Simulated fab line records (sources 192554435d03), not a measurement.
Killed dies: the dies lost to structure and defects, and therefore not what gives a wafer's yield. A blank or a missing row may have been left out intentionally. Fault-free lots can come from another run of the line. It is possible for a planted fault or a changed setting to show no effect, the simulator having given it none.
Lot-split experiment ; flow n5Finfet ; 39 wafers read across 7 lots, on a route 1938 steps long

ABOUT THE SPLIT
At N5_MOL_CONTACT_COAG_ALD_133 (deposits SiO2, target thk 5 nm, pulse time 1 s, co reactant pulse time 1 s), the setting aldCycles was moved away from the recipe's 35 on 12 of the 39 wafers read, by -34.3% to +17.1%. All remaining wafers had this setting at the recipe value.

Reading taken at the split's own step.

THE READING
SiO2_of_MOL_CONTACT_COAG_ALD_133.thkNm (the simulator's own value, which no gauge read), in nm, at N5_MOL_CONTACT_COAG_ALD_133 (deposits SiO2, target thk 5 nm, pulse time 1 s, co reactant pulse time 1 s). The file gives no usual value for it.

wafer;tool, chamber at the split;aldCycles as run;against the recipe;SiO2_of_MOL_CONTACT_COAG_ALD_133.thkNm, nm;against lot-mates on the recipe
L074.1;aldSin-04, 2,0,1;25;-28.6%;3.6;-1.4
L074.5;aldSin-04, 2,0,1;25;-28.6%;3.6;-1.4
L074.6;aldSin-04, 2,0,1;25;-28.6%;3.6;-1.4
L074.2;aldSin-04, 0,1,3;35;recipe;5;-
L074.3;aldSin-04, 0,1,3;35;recipe;5;-
L074.4;aldSin-04, 0,1,3;35;recipe;5;-
L075.1;aldSin-01, 2,0,1,3,3,0;35;recipe;5;-
L075.2;aldSin-01, 2,0,1,3,3,0;35;recipe;5;-
L075.3;aldSin-01, 2,0,1,3,3,0;35;recipe;5;-
L075.4;aldSin-01, 2,0,1,3,3,0;35;recipe;5;-
L075.5;aldSin-01, 2,0,1,3,3,0;35;recipe;5;-
L075.6;aldSin-01, 2,0,1,3,3,0;35;recipe;5;-
L082.1;aldSin-04, 0,1,2;35;recipe;5;-
L082.3;aldSin-04, 0,1,2;35;recipe;5;-
L082.5;aldSin-04, 0,1,2;35;recipe;5;-
L082.2;aldSin-04, 3,2,3;23;-34.3%;3.2;-1.8
L082.4;aldSin-04, 3,2,3;23;-34.3%;3.2;-1.8
L082.6;aldSin-04, 3,2,3;23;-34.3%;3.2;-1.8
L087.1;aldSin-04, 0,1,3;35;recipe;5;-
L087.2;aldSin-04, 0,1,3;35;recipe;5;-
L087.3;aldSin-04, 0,1,3;35;recipe;5;-
L087.4;aldSin-04, 2,1,0;41;+17.1%;5.8;+0.8
L087.5;aldSin-04, 2,1,0;41;+17.1%;5.8;+0.8
L087.6;aldSin-04, 2,1,0;41;+17.1%;5.8;+0.8
L088.1;aldSin-01, 2,1,3,2,1,3;35;recipe;5;-
L088.2;aldSin-01, 2,1,3,2,1,3;35;recipe;5;-
L088.3;aldSin-01, 2,1,3,2,1,3;35;recipe;5;-
L088.4;aldSin-01, 2,1,3,2,1,3;35;recipe;5;-
L088.5;aldSin-01, 2,1,3,2,1,3;35;recipe;5;-
L088.6;aldSin-01, 2,1,3,2,1,3;35;recipe;5;-
L089.1;aldSin-04, 1,2,3;23;-34.3%;3.2;-1.8
L089.3;aldSin-04, 1,2,3;23;-34.3%;3.2;-1.8
L089.4;aldSin-04, 1,2,3;23;-34.3%;3.2;-1.8
L089.2;aldSin-04, 0,3,2;35;recipe;5;-
L089.5;aldSin-04, 0,3,2;35;recipe;5;-
L089.6;aldSin-04, 0,3,2;35;recipe;5;-
L094.1;aldSin-01, 3,0,1;35;recipe;5;-
L094.3;aldSin-01, 3,0,1;35;recipe;5;-
L094.4;aldSin-01, 3,0,1;35;recipe;5;-
If several chambers appear in one row, that row covers several wafers at once and the file leaves open which wafer was in which chamber.

THE FIT
A straight line over all 39 wafers: SiO2_of_MOL_CONTACT_COAG_ALD_133.thkNm changes by +0.051 nm for each +1% of aldCycles; r = +1.00; the points scatter about the line by 0.032 nm.
The same after taking each lot's own level away (the mean of its wafers on the recipe; 39 wafers): +0.051 nm for each +1%; r = +1.00; scatter 0.032 nm.
On that fit, the largest move of aldCycles shifts the reading by 1.7 nm.
The lots' own levels span 5.00 to 5.00 nm.
So the lot-to-lot level changes the slope little: the two slopes agree.
Check: for one of the wafers moved furthest among these (-34.3%), held out of the fit, the line's prediction against its lot-mates is -1.75 nm. Against them it came out at -1.8 nm.

OTHER SPLITS ON THESE WAFERS
Note: prior to the reading, these wafers also went through further splits. Each is held against what the fit with the lots' levels taken away leaves over:
other split on the same wafers;wafers away from the commonest value;r with SiO2_of_MOL_CONTACT_COAG_ALD_133.thkNm (lot level and that fit taken away)
N5_FIN_SAQP_HM_DEP_03 timeS;9;-0.25
N5_DUMMY_GATE_ETCH_32 timeS;12;-0.47

THE FILE'S OWN FIT
SiO2_of_MOL_CONTACT_COAG_ALD_133.thkNm changes by +0.0512 nm for each +1% of aldCycles, r = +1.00.
